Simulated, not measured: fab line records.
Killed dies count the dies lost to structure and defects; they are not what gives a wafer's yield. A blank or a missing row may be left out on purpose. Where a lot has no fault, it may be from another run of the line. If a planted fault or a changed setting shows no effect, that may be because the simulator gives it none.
Chamber matching -- flow nand_harc -- NHARC_A_CHANNEL_FILL_D1_ETCHBACK_19 on rie_si-05: 4 sister chambers
The step etches the open film in HBr/Cl2, target depth 5 nm, time 1.7 s. 4 wafers are shown with their chamber, then 7 later ones without.

## WAFERS WITH THEIR CHAMBER
wafer,chamber,oes_product_au (a.u.)
L081.3,1,0.995
L084.3,0,0.995
L086.1,3,1.009
L086.4,2,1.003

## WAFERS WITH NO CHAMBER GIVEN
wafer,oes_product_au (a.u.)
L086.5,0.997
L090.1,0.991
L090.4,1.004
L090.5,0.995
L095.2,1.001
L095.4,1.003
L095.5,0.988

## THE CHAMBER EACH PASSED THROUGH
wafer,from the rows above,in truth
L086.5,can't be placed: 0 or 1 or 2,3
L090.1,can't be placed: 0 or 1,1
L090.4,can't be placed: 2 or 3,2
L090.5,can't be placed: 0 or 1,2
L095.2,can't be placed: 2 or 0 or 1 or 3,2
L095.4,can't be placed: 2 or 3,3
L095.5,can't be placed: 0 or 1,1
Correct placement for 0 of the 7. Unplaceable from these rows: 7, with the true chamber sitting among the candidates in 5. Number placed wrongly: 0.
How it was worked out, from the rows above alone: a wafer's distance from a chamber is the root of the sum, over the readings, of the square of ((its reading less the chamber's mean) divided by the reading's scatter). If the next closest chamber is less than 2 further off than the closest, the wafer can't be placed; otherwise it belongs to the closest. The mean given for a chamber averages the wafers shown for that chamber. The scatter (one wafer shown for each chamber): square how far every hidden wafer sits from the nearest shown wafer, average those squares and take the square root.
